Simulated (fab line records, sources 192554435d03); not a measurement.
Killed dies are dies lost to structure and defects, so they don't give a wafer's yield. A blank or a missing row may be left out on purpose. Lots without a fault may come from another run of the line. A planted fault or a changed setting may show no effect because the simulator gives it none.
Split-lot experiment | flow n5_finfet | 7 lots, 21 wafers read, on a route of 1938 steps

THE SPLIT
At N5_BEOL_M11_ETCH_41 (etches SiCN in CH3F/O2, target depth 42.6 nm, time 86 s), the setting time_s was moved away from the recipe's 86 s on 6 of the 21 wafers read, by -14.6% to +19.9%. The other wafers ran this setting at the recipe's value.

The reading is taken at the split's own step.

THE READING
etch.depth_nm (the simulator's own value, which no gauge read), in nm, at N5_BEOL_M11_ETCH_41 (etches SiCN in CH3F/O2, target depth 42.6 nm, time 86 s). The file gives no usual value for it. The 15 wafers here that ran the recipe average 33.17 nm, standard deviation 0.72 nm.

wafer  | tool, chamber at the split | time_s as run, s | against the recipe | etch.depth_nm, nm | against lot-mates on the recipe
L074.3 | rie_diel-06, 1             | 86               | recipe             | 34.06             | -
L074.4 | rie_diel-06, 3             | 86               | recipe             | 32.84             | -
L074.6 | rie_diel-06, 1             | 86               | recipe             | 34.14             | -
L076.1 | rie_diel-06, 3             | 86               | recipe             | 33.25             | -
L076.3 | rie_diel-06, 0             | 102.5            | +19.2%             | 39.1              | +5.40
L076.4 | rie_diel-06, 1             | 86               | recipe             | 34.15             | -
L085.1 | rie_diel-03, 1             | 80.67            | -6.2%              | 31.11             | -2.09
L085.2 | rie_diel-03, 3             | 80.67            | -6.2%              | 31.14             | -2.06
L085.6 | rie_diel-03, 1             | 86               | recipe             | 33.2              | -
L086.1 | rie_diel-03, 3             | 86               | recipe             | 32.92             | -
L086.4 | rie_diel-03, 0             | 86               | recipe             | 34.7              | -
L086.6 | rie_diel-03, 3             | 86               | recipe             | 33.05             | -
L089.1 | rie_diel-06, 3             | 86               | recipe             | 32.6              | -
L089.4 | rie_diel-06, 0             | 103.1            | +19.9%             | 39.22             | +6.49
L089.6 | rie_diel-06, 0             | 86               | recipe             | 32.86             | -
L090.1 | rie_diel-02, 2             | 86               | recipe             | 32.19             | -
L090.3 | rie_diel-02, 3             | 86               | recipe             | 32.59             | -
L090.6 | rie_diel-02, 3             | 86               | recipe             | 32.44             | -
L093.4 | rie_diel-02, 1             | 86               | recipe             | 32.57             | -
L093.5 | rie_diel-02, 0             | 73.48            | -14.6%             | 28.23             | -4.34
L093.6 | rie_diel-02, 3             | 73.48            | -14.6%             | 27.63             | -4.94

THE FIT
A straight line over all 21 wafers: etch.depth_nm changes by +0.326 nm for each +1% of time_s; r = +0.97; the points scatter about the line by 0.67 nm.
The same after taking each lot's own level away (the mean of its wafers on the recipe; 21 wafers): +0.311 nm for each +1%; r = +0.98; scatter 0.47 nm.
On that fit, the largest move of time_s shifts the reading by 6.2 nm.
The lots' own levels span 32.407 to 33.700 nm, that is 1.8 times the standard deviation above.
So the lot-to-lot level changes the slope little: the two slopes agree.
Check: with one of the wafers moved furthest among these (+19.9%) left out of the fit, the line predicts +5.96 nm for it against its lot-mates. It came out at +6.49 nm against them.

THE FILE'S OWN FIT
etch.depth_nm changes by +0.309 nm for each +1% of time_s, r = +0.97.
